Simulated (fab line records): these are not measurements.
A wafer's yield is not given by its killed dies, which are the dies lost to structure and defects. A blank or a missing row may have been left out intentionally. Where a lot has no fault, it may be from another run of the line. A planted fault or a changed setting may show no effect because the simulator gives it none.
Chamber matching :: flow n5_finfet :: N5_BEOL_M15_ETCH_61 on rie_diel-05 has 4 sister chambers
The step etches BARC in N2/H2, target depth 89 nm, overetch 26.7 nm, time 67.9 s. 8 wafers are shown with their chamber, then 8 later ones without.

WAFERS WITH THEIR CHAMBER
wafer: L079.1
chamber: 2
drypump_motor_current_A (A): 5.1
showerhead_plenum_p_Torr (Torr): 2.48

wafer: L079.3
chamber: 0
drypump_motor_current_A (A): 6.8
showerhead_plenum_p_Torr (Torr): 2.65

wafer: L079.4
chamber: 3
drypump_motor_current_A (A): 5.1
showerhead_plenum_p_Torr (Torr): 2.71

wafer: L090.3
chamber: 2
drypump_motor_current_A (A): 5.0
showerhead_plenum_p_Torr (Torr): 2.48

wafer: L093.3
chamber: 1
drypump_motor_current_A (A): 5.4
showerhead_plenum_p_Torr (Torr): 2.41

wafer: L093.5
chamber: 1
drypump_motor_current_A (A): 5.4
showerhead_plenum_p_Torr (Torr): 2.41

wafer: L093.6
chamber: 0
drypump_motor_current_A (A): 6.8
showerhead_plenum_p_Torr (Torr): 2.64

wafer: L092.2
chamber: 3
drypump_motor_current_A (A): 5.1
showerhead_plenum_p_Torr (Torr): 2.70

WAFERS WHOSE CHAMBER IS MISSING
wafer: L092.4
drypump_motor_current_A (A): 5.1
showerhead_plenum_p_Torr (Torr): 2.48

wafer: L092.5
drypump_motor_current_A (A): 6.8
showerhead_plenum_p_Torr (Torr): 2.64

wafer: L095.1
drypump_motor_current_A (A): 5.1
showerhead_plenum_p_Torr (Torr): 2.70

wafer: L095.4
drypump_motor_current_A (A): 6.8
showerhead_plenum_p_Torr (Torr): 2.64

wafer: L095.6
drypump_motor_current_A (A): 5.4
showerhead_plenum_p_Torr (Torr): 2.41

wafer: L097.3
drypump_motor_current_A (A): 5.1
showerhead_plenum_p_Torr (Torr): 2.70

wafer: L097.5
drypump_motor_current_A (A): 5.1
showerhead_plenum_p_Torr (Torr): 2.48

wafer: L097.6
drypump_motor_current_A (A): 5.1
showerhead_plenum_p_Torr (Torr): 2.70

WHICH CHAMBER EACH ONE RAN IN
wafer: L092.4
from the rows above: 2
in truth: 2

wafer: L092.5
from the rows above: 0
in truth: 0

wafer: L095.1
from the rows above: 3
in truth: 3

wafer: L095.4
from the rows above: 0
in truth: 0

wafer: L095.6
from the rows above: 1
in truth: 1

wafer: L097.3
from the rows above: 3
in truth: 3

wafer: L097.5
from the rows above: 2
in truth: 2

wafer: L097.6
from the rows above: 3
in truth: 3
Correctly placed: 8 of 8. Number that these rows cannot place: 0. Number placed wrongly: 0.
How it was worked out, from the rows above alone: a wafer's distance from a chamber is the root of the sum, over the readings, of the square of ((its reading less the chamber's mean) divided by the reading's scatter). If the next closest chamber is less than 2 further off than the closest, the wafer can't be placed; otherwise it belongs to the closest. A chamber's mean is the mean of its shown wafers. How the scatter is found: for the shown wafers, subtract from each reading the mean of its chamber, square and add these, divide the total by (wafers less chambers), then take the root.
